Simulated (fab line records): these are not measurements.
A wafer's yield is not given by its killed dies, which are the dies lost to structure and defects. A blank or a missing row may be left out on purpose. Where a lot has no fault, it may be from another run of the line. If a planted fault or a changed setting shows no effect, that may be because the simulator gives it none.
fab line records	flow n5Finfet
[record] lots = 7	wafers = 21
route steps=1938 shown BEOL_M8@1389 BEOL_M11@1541 BEOL_M13@1662 BEOL_M14@1739 BEOL_M15@1776
startH: hours from the record's first day to the start of the lot's first wafer shown	waitH: time in hours since the lot's previous step	" same as the row above	L1.1+2: a single row standing in for several wafers	- no value present, or no start provided	* or withheld: withheld	< > ~ a bound
route shown NAME@n: NAME is a module with steps in the file, n the number in the route of the first one	usual: average and standard deviation across the fault-free wafers	same: alike in all rows	chamber/n: place in a boat	sites: per-site readings	_std_site: standard deviation of those values	_edge_site: inner sites' mean taken away from outer sites' mean	radiusMm: how far each site lies from the wafer's centre	mask NAME#n: copy n	behind: the last tool/chamber to shape the wafer	hold: reason for holding the lot/hours on hold/outcome of the hold	device: transistor that didn't switch, given as n, p or np	end of line: the tests these same wafers got at the end of their route	where a step has no rows: the recipe by itself	killed: dies that structure and defects cost at the first sort, which is not the same as the wafer's yield	map: dies across one wafer; x = killed, . = not, _ = none there
set.NAME: the setting that was run; set.NAME@STEP: the one run at that earlier step	model.NAME: the simulator's own value behind a step, which no gauge read
one table per step and one row per wafer, for lots whose settings were changed on purpose
[[steps]]
[step N5_BEOL_M8_ALD_77]
[recipe] material = TaN	targetThkA = 20	tempC = 275	aldPrecursorFamily = PDMAT	aldCoReactant = NH3	pressureTorr = 3	carrierFlowSccm = 1500	pulseTimeS = 2	purgeTimeS = 3	coReactantPurgeTimeS = 2	coReactantPulseTimeS = 3	aldCycles = 40	precursorVesselTempC = 75	precursorVesselPressureTorr = 26.25	precursorVesselCarrierSccm = 1000
lot.wafer	tool	chamber	startH	waitH	set.purgeTimeS
L077.1+2	aldMetal-03	3,1	292.43	0.0	3
L077.6	"	2	"	"	3.487
L078.1+2+5	aldMetal-03	1,3,1	316.38	0.0	3
L085.1+3	aldMetal-03	3,0	332.05	0.0	2.808
L085.6	"	1	"	"	3
L086.1+4	aldMetal-01	3,2	336.62	0.1	3
L086.5	"	1	"	"	2.821
L087.3+5+6	aldMetal-03	2,3,0	357.81	0.1	3
L092.3+4+5	aldMetal-01	0,2,0	399.33	0.0	3
L095.3+4+5	aldMetal-02	2,1,0	439.73	0.0	3
[step N5_BEOL_M8_SURFACE_TREAT_79]
[recipe] gas = Ar	timeS = *	ionEnergyEv = *	ionCurrentMaCm2 = 0.5	pressureMtorr = *	arFlowSccm = 30
[step N5_BEOL_M8_CVD_78]
[recipe] material = Co	targetThkA = 20	tempC = withheld	precursor = CCTBA/H2	pressureTorr = 30	timeS = 142.3
[step N5_BEOL_M8_ECD_50]
[recipe] material = Cu	targetThkA = 3000
[step N5_BEOL_M8_ANNEAL_51]
[recipe] tempC = 225	timeS = 90	ambient = N2
[step N5_BEOL_M8_CMP_52]
[recipe] stopOn = SiCOH_lowk	tOverpolishS = 6.9	downForcePsi = 1	platenRpm = 50	clearingPlatenDownForcePsi = 1.5	clearingPlatenRpm = 50	postCmpClean = cuAlkaline	targetThkNm = 80	clearingPlatenPadVelocityMS = 0.99484	padVelocityMS = 0.99484
lot.wafer	tool	chamber	startH	waitH	set.sourceW@BEOL_M8_TRENCH_ETCH_37	model.Cu_of_BEOL_M8_ECD_50.thkNm
L077.1	cmp-04	0	293.76	0.4	397	83.8
L077.2	"	1	"	"	397	83.2
L077.6	"	3	"	"	345	78
L078.1	cmp-03	1	317.56	0.3	284.5	71.2
L078.2	"	2	"	"	345	83.4
L078.5	"	0	"	"	345	79.8
L085.1	cmp-01	2	333.13	0.3	345	80.8
L085.3	"	0	"	"	345	77.2
L085.6	"	2	"	"	345	78.6
L086.1	cmp-03	0	341.24	0.3	396.8	86.6
L086.4	"	2	"	"	345	77.8
L086.5	"	0	"	"	345	78.2
L087.3+5	cmp-04	1,0	359.68	0.3	345	79.6
L087.6	"	3	"	"	345	77.4
L092.3	cmp-04	3	400.36	0.2	345	81.8
L092.4	"	1	"	"	364.4	78.8
L092.5	"	3	"	"	345	82.8
L095.4	cmp-01	1	440.79	0.1	394.1	85.2
L095.3	"	2	"	"	394.1	87.4
L095.5	"	2	"	"	345	79
[step N5_BEOL_M11_COAT_59]
[recipe] resist = SOC	tempC = 250	timeS = 60	spinRpm = 1500	resistThkNm = 100
lot.wafer	tool	chamber	startH	waitH	set.spinRpm	model.SOC_of_BEOL_M11_COAT_59.thkNm
L077.1+2	lithoTrack-01	0	311.19	0.1	1500	100
L077.6	"	0	"	"	1377	104.6
L078.1	lithoTrack-04	0	342.33	0.1	1588	97.4
L078.2	"	0	"	"	1588	97.8
L078.5	"	0	"	"	1588	97.6
L085.1+3+6	lithoTrack-01	0	354.68	0.1	1613	96.8
L086.1	lithoTrack-05	0	357.12	0.1	1500	99.4
L086.4	"	0	"	"	1600	96.4
L086.5	"	0	"	"	1600	96
L087.3	lithoTrack-05	0	385.92	0.1	1500	100
L087.5	"	0	"	"	1500	99.8
L087.6	"	0	"	"	1500	100.2
L092.3	lithoTrack-04	0	419.53	0.1	1500	100.4
L092.4	"	0	"	"	1500	100.2
L092.5	"	0	"	"	1560	98.4
L095.3	lithoTrack-04	0	462.99	0.1	1570	98
L095.4	"	0	"	"	1500	100.6
L095.5	"	0	"	"	1570	97.8
[step N5_BEOL_M11_COAT_05]
[recipe] resist = CAR-ArF	spinRpm = 1500	resistThkNm = 90
lot.wafer	tool	chamber	startH	waitH	set.spinRpm	model.CAR-ArF_of_BEOL_M11_COAT_05.thkNm
L077.1	lithoTrack-01	0	-	-	1500	90.6
L077.2	"	0	"	"	1602	87.6
L077.6	"	0	"	"	1602	87.8
L078.1	lithoTrack-04	0	-	-	1500	90.6
L078.2	"	0	"	"	1413	93.6
L078.5	"	0	"	"	1413	93.4
L085.1	lithoTrack-01	0	-	-	1398	94.2
L085.3	"	0	"	"	1398	94
L085.6	"	0	"	"	1500	90.8
L086.1	lithoTrack-05	0	-	-	1500	90.4
L086.4	"	0	"	"	1500	90.2
L086.5	"	0	"	"	1500	90
L087.3	lithoTrack-05	0	-	-	1500	89.8
L087.5	"	0	"	"	1500	90
L087.6	"	0	"	"	1500	89.6
L092.3	lithoTrack-04	0	-	-	1500	90.2
L092.4	"	0	"	"	1591	87.4
L092.5	"	0	"	"	1500	90.4
L095.3	lithoTrack-04	0	-	-	1453	91.6
L095.4	"	0	"	"	1500	90
L095.5	"	0	"	"	1453	91.4
[step N5_BEOL_M11_EBR_07]
[recipe] solvent = PGMEA	ebrWidthMm = 1.5
[step N5_BEOL_M11_SOFTBAKE_06]
[recipe] tempC = 110	timeS = 60	resist = CAR-ArF
[step N5_BEOL_M11_EXPOSE_08]
[recipe] maskId = M11	na = 1.35	sourceShape = dipole	sigmaInner = 0.411	sigmaOuter = 0.611	polarization = te	doseMj = 53.75
[step N5_BEOL_M11_PEB_09]
[recipe] pebTempC = withheld	pebTimeS = 60	resist = CAR-ArF
[step N5_BEOL_M11_DEVELOP_10]
[recipe] developTimeS = 30	developer = TMAH	resist = CAR-ArF	rinseLiquid = diw	dry = airSpin	devTempC = 23
lot.wafer	tool	chamber	startH	waitH	set.spinRpm@BEOL_M11_COAT_05	model.CAR-ArF_of_BEOL_M11_COAT_05.thkNm
L077.1	lithoTrack-01	0	-	-	1500	89
L077.2	"	0	"	"	1602	85.8
L077.6	"	0	"	"	1602	86
L078.1	lithoTrack-05	0	-	-	1500	89
L078.2	"	0	"	"	1413	91.8
L078.5	"	0	"	"	1413	91.6
L085.1	lithoTrack-05	0	-	-	1398	92.4
L085.3	"	0	"	"	1398	92.2
L085.6	"	0	"	"	1500	89.2
L086.1	lithoTrack-05	0	-	-	1500	88.6
L086.4+5	"	0	"	"	1500	88.4
L087.3+5	lithoTrack-04	0	-	-	1500	88.2
L087.6	"	0	"	"	1500	87.8
L092.3	lithoTrack-05	0	-	-	1500	88.4
L092.4	"	0	"	"	1591	85.8
L092.5	"	0	"	"	1500	88.6
L095.3+5	lithoTrack-04	0	-	-	1453	89.8
L095.4	"	0	"	"	1500	88.4
[step N5_BEOL_M11_DESCUM_16]
[recipe] chemistry = O2	timeS = 7.9	sourcePowerW = 50	biasPowerW = 20	pressureMtorr = 20	rfFrequencyHz = 2.712e+07	tempC = 40	resist = CAR-ArF	o2FlowSccm = 225
lot.wafer	tool	chamber	startH	waitH	set.spinRpm@BEOL_M11_COAT_05	model.CAR-ArF_of_BEOL_M11_COAT_05.thkNm
L077.1	rieDiel-02	1	311.65	0.0	1500	84.2
L077.2	"	3	"	"	1602	81
L077.6	"	1	"	"	1602	81.2
L078.1	rieDiel-02	3	342.79	0.0	1500	84
L078.2	"	1	"	"	1413	87
L078.5	"	3	"	"	1413	86.8
L085.1	rieDiel-03	3	355.20	0.1	1398	87.6
L085.3	"	1	"	"	1398	87.4
L085.6	"	1	"	"	1500	84.2
L086.1	rieDiel-02	3	357.58	0.0	1500	83.8
L086.4+5	"	2,0	"	"	1500	83.6
L087.3	rieDiel-02	2	386.38	0.0	1500	83.2
L087.5	"	2	"	"	1500	83.4
L087.6	"	3	"	"	1500	83
L092.3	rieDiel-03	3	420.70	0.7	1500	83.6
L092.4	"	2	"	"	1591	80.8
L092.5	"	2	"	"	1500	83.8
L095.3	rieDiel-03	2	463.55	0.1	1453	85
L095.4	"	0	"	"	1500	83.4
L095.5	"	0	"	"	1453	84.8
[step N5_BEOL_M11_ETCH_61]
[recipe] chemistry = CF4	target = SiARC	targetDepthA = 390	maskMaterial = CAR-ArF	timeS = 65	ionEnergyEv = 80	pressureMtorr = 40	sourceW = 545	biasW = 36	Ar_flow_sccm = 100	cf4FlowSccm = 100	ends = cleared
[step N5_BEOL_M11_ETCH_62]
[recipe] chemistry = N2/H2	target = SOC	targetDepthA = 1100	overetchA = 220	maskMaterial = SiARC	tempC = 40	timeS = 165	ionEnergyEv = 200	pressureMtorr = 30	sourceW = 840	biasW = 150	n2FlowSccm = 200	h2FlowSccm = 200
lot.wafer	tool	chamber	startH	waitH	set.spinRpm@BEOL_M11_COAT_59	model.etch.depthNm
L077.1	rieDiel-02	1	311.73	0.0	1500	99.96
L077.2	"	3	"	"	1500	100.1
L077.6	"	1	"	"	1377	104.6
L078.1	rieDiel-02	3	342.87	0.0	1588	97.49
L078.2	"	1	"	"	1588	97.81
L078.5	"	3	"	"	1588	97.67
L085.1	rieDiel-03	3	355.29	0.0	1613	96.72
L085.3	"	1	"	"	1613	96.7
L085.6	"	1	"	"	1613	96.88
L086.1	rieDiel-02	3	357.66	0.0	1500	99.4
L086.4	"	2	"	"	1600	96.48
L086.5	"	0	"	"	1600	96.04
L087.3	rieDiel-02	2	386.46	0.0	1500	99.94
L087.5	"	2	"	"	1500	99.84
L087.6	"	3	"	"	1500	100.2
L092.3	rieDiel-03	3	420.78	0.0	1500	100.5
L092.4	"	2	"	"	1500	100.3
L092.5	"	2	"	"	1560	98.42
L095.3	rieDiel-03	2	463.63	0.0	1570	97.97
L095.4	"	0	"	"	1500	100.6
L095.5	"	0	"	"	1570	97.86
[step N5_BEOL_M13_COAT_04]
[recipe] spinRpm = 1625	resistThkNm = 400
lot.wafer	tool	chamber	startH	waitH	set.spinRpm	model.coat_of_BEOL_M13_COAT_04.thkNm
L077.1+2	lithoTrack-01	0	-	-	1518	415.8
L077.6	"	0	"	"	1625	401.4
L078.1	lithoTrack-02	0	-	-	1625	400
L078.2	"	0	"	"	1687	394
L078.5	"	0	"	"	1625	400.4
L085.1	lithoTrack-04	0	-	-	1625	403.2
L085.3	"	0	"	"	1625	402.4
L085.6	"	0	"	"	1683	395
L086.1	lithoTrack-02	0	-	-	1543	410.6
L086.4	"	0	"	"	1543	411.2
L086.5	"	0	"	"	1625	400.6
L087.3	lithoTrack-04	0	-	-	1625	400.2
L087.5	"	0	"	"	1625	402.2
L087.6	"	0	"	"	1625	401.6
L092.3	lithoTrack-02	0	-	-	1625	400.4
L092.4	"	0	"	"	1625	401.2
L092.5	"	0	"	"	1625	400.6
L095.3+4	lithoTrack-04	0	-	-	1625	400.2
L095.5	"	0	"	"	1625	400
[step N5_BEOL_M14_COAT_22]
[recipe] spinRpm = 2888	resistThkNm = 300
lot.wafer	tool	chamber	startH	waitH	set.spinRpm	model.coat_of_BEOL_M14_COAT_22.thkNm
L077.1+6	lithoTrack-03	0	-	-	2888	301.6
L077.2	"	0	"	"	2568	319
L078.1	lithoTrack-05	0	-	-	2619	315.4
L078.2	"	0	"	"	2619	315.8
L078.5	"	0	"	"	2888	301
L085.1	lithoTrack-05	0	-	-	2614	315
L085.3	"	0	"	"	2614	314.8
L085.6	"	0	"	"	2888	300.2
L086.1+4	lithoTrack-04	0	-	-	2888	302.2
L086.5	"	0	"	"	2888	302
L087.3	lithoTrack-05	0	-	-	2888	298.8
L087.5	"	0	"	"	2888	299
L087.6	"	0	"	"	2888	299.6
L092.3	lithoTrack-05	0	-	-	3101	289
L092.4	"	0	"	"	2888	299.2
L092.5	"	0	"	"	3101	288.6
L095.3	lithoTrack-04	0	-	-	2888	300.2
L095.4+5	"	0	"	"	3035	292.8
[step N5_BEOL_M14_EXPOSE_25]
[recipe] maskId = M14	na = 0.8	sourceShape = annular	sigmaInner = 0.5	sigmaOuter = 0.8	polarization = unpolarized	targetCdNm = 280	doseMj = 26.6
lot.wafer	tool	chamber	startH	waitH	mask	set.doseMj
L077.1+2+6	krfScanner-02	0	329.84	-	M14#0	26.6
L078.1+5	krfScanner-02	0	361.11	-	M14#0	26.6
L078.2	"	0	"	"	M14#0	27.91
L085.1+3	krfScanner-01	0	371.05	-	M14#0	26.6
L085.6	"	0	"	"	M14#0	28.21
L086.1+5	krfScanner-01	0	381.29	-	M14#0	26.6
L086.4	"	0	"	"	M14#0	27.36
L087.3+5+6	krfScanner-01	0	405.54	-	M14#0	26.6
L092.3	krfScanner-01	0	439.33	-	M14#0	28.45
L092.4+5	"	0	"	"	M14#0	26.6
L095.3+4	krfScanner-02	0	484.98	-	M14#0	27.16
L095.5	"	0	"	"	M14#0	26.6
[step N5_BEOL_M14_PEB_26]
[recipe] pebTempC = 130	pebTimeS = 90
[step N5_BEOL_M14_DEVELOP_27]
[recipe] developTimeS = 45	rinseLiquid = diw	dry = airSpin	devTempC = 21
[step N5_BEOL_M14_HARDBAKE_32]
[recipe] tempC = 130	timeS = 120
[step N5_BEOL_M14_CD_MEAS_28]
[recipe] targetCdNm = 284.4	landingEnergyEv = 500	detector = seInlens
[usual] cdNm = 284.9/2
lot.wafer	tool	chamber	startH	waitH	set.doseMj@BEOL_M14_EXPOSE_25	cdNm
L077.1	cdSem-01	0	330.01	-	26.6	285.3
L077.2	"	0	"	"	26.6	281.8
L077.6	"	0	"	"	26.6	280.7
L078.1	cdSem-03	0	361.28	-	26.6	281.4
L078.2	"	0	"	"	27.91	291.0
L078.5	"	0	"	"	26.6	287.7
L085.1	cdSem-01	0	371.22	-	26.6	282.1
L085.3	"	0	"	"	26.6	281.9
L085.6	"	0	"	"	28.21	293.1
L086.1	cdSem-01	0	381.46	-	26.6	283.1
L086.4	"	0	"	"	27.36	291.4
L086.5	"	0	"	"	26.6	285.2
L087.3	cdSem-02	0	405.70	-	26.6	285.6
L087.5	"	0	"	"	26.6	282.5
L087.6	"	0	"	"	26.6	284.2
L092.3	cdSem-03	0	439.49	-	28.45	296.7
L092.4	"	0	"	"	26.6	288.3
L092.5	"	0	"	"	26.6	288.1
L095.3	cdSem-03	0	485.14	-	27.16	288.0
L095.4	"	0	"	"	27.16	289.8
L095.5	"	0	"	"	26.6	284.8
[step N5_BEOL_M14_DESCUM_33]
[recipe] chemistry = O2	timeS = 7.9	sourcePowerW = 50	biasPowerW = 20	pressureMtorr = 20	rfFrequencyHz = 2.712e+07	tempC = 40	o2FlowSccm = 225
lot.wafer	tool	chamber	startH	waitH	set.doseMj@BEOL_M14_EXPOSE_25	model.BEOL_M14.cdNm
L077.1	rieDiel-01	2	330.13	0.1	26.6	285.2
L077.2	"	0	"	"	26.6	281.8
L077.6	"	0	"	"	26.6	280.6
L078.1	rieDiel-04	0	361.39	0.1	26.6	281
L078.2	"	2	"	"	27.91	291.2
L078.5	"	0	"	"	26.6	287
L085.1	rieDiel-01	2	371.32	0.0	26.6	282.2
L085.3	"	3	"	"	26.6	282
L085.6	"	0	"	"	28.21	293.2
L086.1	rieDiel-04	0	381.67	0.2	26.6	283.2
L086.4	"	1	"	"	27.36	291.4
L086.5	"	0	"	"	26.6	285
L087.3	rieDiel-05	3	405.79	0.0	26.6	286.2
L087.5	"	1	"	"	26.6	282.4
L087.6	"	2	"	"	26.6	284
L092.3	rieDiel-04	2	439.58	0.0	28.45	297
L092.4	"	3	"	"	26.6	287.8
L092.5	"	3	"	"	26.6	288
L095.3	rieDiel-05	2	485.23	0.0	27.16	288.2
L095.4	"	1	"	"	27.16	289.6
L095.5	"	2	"	"	26.6	285
[step N5_BEOL_M15_COAT_04]
[recipe] spinRpm = 1704	resistThkNm = 800
lot.wafer	tool	chamber	startH	waitH	set.spinRpm	model.coat_of_BEOL_M15_COAT_04.thkNm
L077.1	lithoTrack-02	0	-	-	1704	797.6
L077.2	"	0	"	"	1704	799
L077.6	"	0	"	"	1878	761.2
L078.1	lithoTrack-02	0	-	-	1704	804.2
L078.2+5	"	0	"	"	1704	805.6
L085.1	lithoTrack-02	0	-	-	1704	802.4
L085.3	"	0	"	"	1704	800
L085.6	"	0	"	"	1704	801.2
L086.1	lithoTrack-03	0	-	-	1704	794.4
L086.4	"	0	"	"	1850	767.6
L086.5	"	0	"	"	1850	765.6
L087.3	lithoTrack-01	0	-	-	1704	805.2
L087.5	"	0	"	"	1704	804.4
L087.6	"	0	"	"	1704	802.4
L092.3	lithoTrack-02	0	-	-	1752	788.2
L092.4	"	0	"	"	1704	800.6
L092.5	"	0	"	"	1752	787
L095.3	lithoTrack-01	0	-	-	1704	802.6
L095.4	"	0	"	"	1642	816.2
L095.5	"	0	"	"	1642	815.6
[step N5_BEOL_M15_EBR_06]
[recipe] solvent = PGMEA	ebrWidthMm = 1.5
[step N5_BEOL_M15_SOFTBAKE_05]
[recipe] tempC = 130	timeS = 60
[step N5_BEOL_M15_DESCUM_15]
[recipe] chemistry = O2	timeS = 7.9	sourcePowerW = 50	biasPowerW = 20	pressureMtorr = 20	rfFrequencyHz = 2.712e+07	tempC = 40	o2FlowSccm = 225
[step N5_BEOL_M15_ETCH_59]
[recipe] chemistry = N2/H2	target = BARC	targetDepthA = 890	overetchA = 267	timeS = 67.9	ionEnergyEv = 200	pressureMtorr = 30	sourceW = 840	biasW = 150	n2FlowSccm = 200	h2FlowSccm = 200
lot.wafer	tool	chamber	startH	waitH	set.spinRpm@BEOL_M15_COAT_04	model.coat_of_BEOL_M15_COAT_04.thkNm
L077.1	rieDiel-06	2	338.34	0.0	1704	714
L077.2	"	3	"	"	1704	716.8
L077.6	"	1	"	"	1878	675
L078.1	rieDiel-02	2	367.63	0.0	1704	720.4
L078.2	"	3	"	"	1704	723.2
L078.5	"	1	"	"	1704	723.8
L085.1	rieDiel-03	3	378.19	0.0	1704	718.2
L085.3	"	2	"	"	1704	716
L085.6	"	1	"	"	1704	717.4
L086.1	rieDiel-02	2	388.52	0.0	1704	711.6
L086.4	"	3	"	"	1850	685.2
L086.5	"	1	"	"	1850	683
L087.3	rieDiel-02	3	411.21	0.0	1704	722.2
L087.5	"	3	"	"	1704	722.4
L087.6	"	1	"	"	1704	719.4
L092.3	rieDiel-06	0	449.04	0.0	1752	705.2
L092.4	"	3	"	"	1704	720.2
L092.5	"	2	"	"	1752	704.6
L095.3	rieDiel-06	0	489.59	0.0	1704	719
L095.4	"	1	"	"	1642	729.8
L095.5	"	3	"	"	1642	734.6
[step N5_BEOL_M15_VIA_ETCH_16]
[recipe] chemistry = C4F8/O2/Ar	target = SiO2	heInnerTorr = 15	heOuterTorr = 30	targetDepthA = 17922	timeS = withheld	ionEnergyEv = 800	pressureMtorr = 20	sourceW = 1905	biasW = 2040	Ar_flow_sccm = 400	C4F8_flow_sccm = 16	O2_flow_sccm = 12	ends = cleared
lot.wafer	tool	chamber	startH	waitH	set.spinRpm@BEOL_M15_COAT_04	model.coat_of_BEOL_M15_COAT_04.thkNm
L077.1	rieDiel-06	2	338.40	0.0	1704	349
L077.2	"	3	"	"	1704	345
L077.6	"	1	"	"	1878	305.2
L078.1	rieDiel-02	2	367.68	0.0	1704	337.2
L078.2	"	3	"	"	1704	336.6
L078.5	"	1	"	"	1704	339.4
L085.1	rieDiel-03	3	378.24	0.0	1704	338.6
L085.3	"	2	"	"	1704	330.6
L085.6	"	1	"	"	1704	331.6
L086.1	rieDiel-02	2	388.57	0.0	1704	320.4
L086.4	"	3	"	"	1850	286.6
L086.5	"	1	"	"	1850	297
L087.3	rieDiel-02	3	411.26	0.0	1704	333.2
L087.5	"	3	"	"	1704	327.6
L087.6	"	1	"	"	1704	340.4
L092.3	rieDiel-06	0	449.09	0.0	1752	320
L092.4	"	3	"	"	1704	341.8
L092.5	"	2	"	"	1752	342
L095.3	rieDiel-06	0	489.64	0.0	1704	338.2
L095.4	"	1	"	"	1642	358.8
L095.5	"	3	"	"	1642	357.6
[[key]]
[split] step = N5_BEOL_M8_ALD_77	setting = purgeTimeS	stated = 3	by = wafer
response none clear
[split] step = N5_BEOL_M11_COAT_59	setting = spinRpm	stated = 1500	by = wafer
[response] step = N5_BEOL_M11_COAT_59	reading = model.SOC_of_BEOL_M11_COAT_59.thkNm	change = -0.53	per = 1%	r = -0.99
[response] step = N5_BEOL_M11_ETCH_62	reading = model.etch.depthNm	change = -0.529	per = 1%	r = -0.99
[split] step = N5_BEOL_M11_COAT_05	setting = spinRpm	stated = 1500	by = wafer
[response] step = N5_BEOL_M11_COAT_05	reading = model.CAR-ArF_of_BEOL_M11_COAT_05.thkNm	change = -0.47	per = 1%	r = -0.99
[response] step = N5_BEOL_M11_DEVELOP_10	reading = model.CAR-ArF_of_BEOL_M11_COAT_05.thkNm	change = -0.455	per = 1%	r = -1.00
[response] step = N5_BEOL_M11_DESCUM_16	reading = model.CAR-ArF_of_BEOL_M11_COAT_05.thkNm	change = -0.478	per = 1%	r = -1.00
[split] step = N5_BEOL_M13_COAT_04	setting = spinRpm	stated = 1625	by = wafer
[response] step = N5_BEOL_M13_COAT_04	reading = model.coat_of_BEOL_M13_COAT_04.thkNm	change = -2.06	per = 1%	r = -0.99
[split] step = N5_BEOL_M14_COAT_22	setting = spinRpm	stated = 2888	by = wafer
[response] step = N5_BEOL_M14_COAT_22	reading = model.coat_of_BEOL_M14_COAT_22.thkNm	change = -1.53	per = 1%	r = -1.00
[split] step = N5_BEOL_M14_EXPOSE_25	setting = doseMj	stated = 26.6	by = wafer
[response] step = N5_BEOL_M14_CD_MEAS_28	reading = cdNm	change = +1.54	per = 1%	r = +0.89
[response] step = N5_BEOL_M14_DESCUM_33	reading = model.BEOL_M14.cdNm	change = +1.6	per = 1%	r = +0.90
[split] step = N5_BEOL_M15_COAT_04	setting = spinRpm	stated = 1704	by = wafer
[response] step = N5_BEOL_M15_COAT_04	reading = model.coat_of_BEOL_M15_COAT_04.thkNm	change = -3.53	per = 1%	r = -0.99
[response] step = N5_BEOL_M15_ETCH_59	reading = model.coat_of_BEOL_M15_COAT_04.thkNm	change = -3.72	per = 1%	r = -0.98
[response] step = N5_BEOL_M15_VIA_ETCH_16	reading = model.coat_of_BEOL_M15_COAT_04.thkNm	change = -3.9	per = 1%	r = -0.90
split outsideThisFile step=N5_BEOL_M8_TRENCH_ETCH_37 setting=sourceW
// split outsideThisFile: this setting was split too, and the file shows its column; the key of that split is in another file
